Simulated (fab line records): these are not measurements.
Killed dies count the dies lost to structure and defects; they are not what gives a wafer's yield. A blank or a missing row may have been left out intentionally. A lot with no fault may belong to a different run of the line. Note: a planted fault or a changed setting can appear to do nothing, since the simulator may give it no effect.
Comparing a struck lot with a sound one	flow nand-harc	19 out of 1302 route steps
Sound: wafers L993.3, L993.4, L993.6. The struck wafers were L101.1, L101.4, L101.5. The cause comes at the end.
At each step with rows: each side's tool, then ch and its chambers, then its first start. Under that, the readings that differ: sound wafers	struck wafers	difference of the means	sigmas: that difference in standard deviations of wafers without a fault.
alike: a reading whose means differ by less than 2 such deviations, as well as words and numbers matching on both sides. not compared: withheld readings; readings where some wafer has no value; bounds like >300 that might hide an equal value; numbers whose values overlap and for which the record gives no deviation.
A row with sigmas, a row that says differs or no value, or rows on one side alone: a step with any of these is where the two part. Non-overlapping numbers with no deviation appear without sigmas and do not part them. Lack of a reading on every wafer of one side parts them only where that side has two or more wafers.

NHARC_A_CHANNEL_HOLE_D2_ETCH_20: etches the open film in C4F8/O2/Ar, time 361.9 s, target depth 1600 nm.
  sound on har-etch-02 ch 0,1, day 14 03:58; struck on har-etch-01 ch 0,1, day 17 18:14
  alike: c4f8-flow-sccm, drypump-motor-current-A, showerhead-plenum-p-Torr, throttle-valve-pct
  not compared: rf-hours-counter-h
NHARC_A_CHANNEL_HOLE_D2_ETCH_21: etches the open film in C4F8/O2/Ar, time 514.3 s, target depth 1600 nm.
  sound on har-etch-02 ch 0,1, day 14 04:19; struck on har-etch-01 ch 0,1, day 17 18:34
reading	sound	struck	difference	sigmas
drypump-motor-current-A (A)	5.78 5.97 5.98	5.60 5.61 5.58	-0.31	-2
  alike: c4f8-flow-sccm, showerhead-plenum-p-Torr, throttle-valve-pct
  not compared: rf-hours-counter-h
then, 1 step without rows for these wafers: NHARC_A_CHANNEL_HOLE_D2_ETCH_22 (etches the open film in C4F8/O2/Ar, time 666.7 s, target depth 1600 nm).
NHARC_A_CHANNEL_HOLE_D2_ETCH_23: etches the open film in C4F8/O2/Ar, time 819 s, target depth 1600 nm.
  sound on har-etch-02 ch 0,1, day 14 05:25; struck on har-etch-01 ch 0,1, day 17 19:38
reading	sound	struck	difference	sigmas
drypump-motor-current-A (A)	5.77 5.97 5.95	5.59 5.59 5.56	-0.32	-2
  alike: c4f8-flow-sccm, showerhead-plenum-p-Torr, throttle-valve-pct
  not compared: rf-hours-counter-h
then, 1 step without rows for these wafers: NHARC_A_CHANNEL_HOLE_D2_ETCH_24 (etches the open film in C4F8/O2/Ar, time 906.2 s, target depth 1500 nm).
NHARC_A_CHANNEL_HOLE_D2_ETCH_25: etches the open film in C4F8/O2/Ar, time 1040.2 s, target depth 1500 nm.
  sound on har-etch-02 ch 0,1, day 14 06:56; struck on har-etch-01 ch 0,1, day 17 21:07
reading	sound	struck	difference	sigmas
drypump-motor-current-A (A)	5.78 5.96 5.96	5.58 5.60 5.58	-0.31	-2
  alike: c4f8-flow-sccm, showerhead-plenum-p-Torr, throttle-valve-pct
  not compared: rf-hours-counter-h
then, 5 steps without rows for these wafers: NHARC_A_CHANNEL_HOLE_D2_ETCH_26 (etches the open film in C4F8/O2/Ar, time 224.1 s, target depth 300 nm); NHARC_A_CHANNEL_HOLE_D2_ETCH_27 (etches the open film in C4F8/O2/Ar, time 90 s, target depth 400 nm); NHARC_A_CHANNEL_HOLE_D2_STRIP_41 (strips in N2/H2); NHARC_A_CHANNEL_HOLE_D2_STRIP_42 (strips in CF4/CHF3); NHARC_A_CHANNEL_HOLE_D2_STRIP_43 (strips in O2/COS).
NHARC_A_CHANNEL_HOLE_D2_ETCH_44: etches the open film in CF4/O2, target depth 140 nm, overetch 14 nm, time 77 s.
  sound on rie-diel-08 ch 0,1,3, day 14 08:29; struck on rie-diel-08 ch 0,2,3, day 17 22:47
  alike: cf4-flow-sccm, drypump-motor-current-A, oes_o_777_au, oes-product-au, rf-vpp-V, showerhead-plenum-p-Torr, throttle-valve-pct
  not compared: rf-hours-counter-h
NHARC_A_CHANNEL_HOLE_D2_STRIP_28: strips in O2.
  sound on rie-diel-08 ch 1,3, day 14 08:35; struck on rie-diel-08 ch 0,2, day 17 22:53
reading	sound	struck	difference	sigmas
chamber-pressure-mTorr (mTorr)	59.95 59.98 60.03	15.05 15.04 15.03	-44.95	-99 or more
  alike: drypump-motor-current-A, oes-product-au, rf-vpp-V, showerhead-plenum-p-Torr, throttle-valve-pct
  not compared: rf-hours-counter-h
then, 2 steps without rows for these wafers: NHARC_A_CHANNEL_HOLE_D2_PRECLEAN_29 (cleans in SC1); NHARC_A_CHANNEL_HOLE_D2_SRD_30.
NHARC_A_CHANNEL_HOLE_D2_CD_MEAS_31:
  sound on cd-sem-02 at day 14 09:17; struck on cd-sem-01 at day 17 23:34
reading	sound	struck	difference	sigmas
cd-nm (nm)	89.6 90.4 92.9	85.7 87.1 85.8	-4.8	-4
NHARC_A_CHANNEL_HOLE_D2_XSEM_32:
  sound on xsem-02 ch 0, day 14 09:22; struck on xsem-02 ch 0, day 17 23:40
reading	sound	struck	difference	sigmas
bot-cd-nm (nm)	73.6 75.9 77.0	70.3 71.5 69.8	-5.0	-5
  alike: bow-nm, tilt-deg
NHARC_A_CHANNEL_HOLE_D2_INSPECT_40:
  sound on defect-inspect-02 at day 14 09:28; struck on defect-inspect-01 at day 17 23:46
  alike: raw-defect-count
next, for these wafers, 1 step has no rows: NHARC_END_SORT_01.

== WHERE THEY PART ==
Last at NHARC_A_CHANNEL_HOLE_D2_XSEM_32 as far as this record goes, first at NHARC_A_CHANNEL_HOLE_D2_ETCH_21. Later steps at which nothing parts them and some readings are alike: NHARC_A_CHANNEL_HOLE_D2_INSPECT_40.

WHY: what had been put in by the simulator
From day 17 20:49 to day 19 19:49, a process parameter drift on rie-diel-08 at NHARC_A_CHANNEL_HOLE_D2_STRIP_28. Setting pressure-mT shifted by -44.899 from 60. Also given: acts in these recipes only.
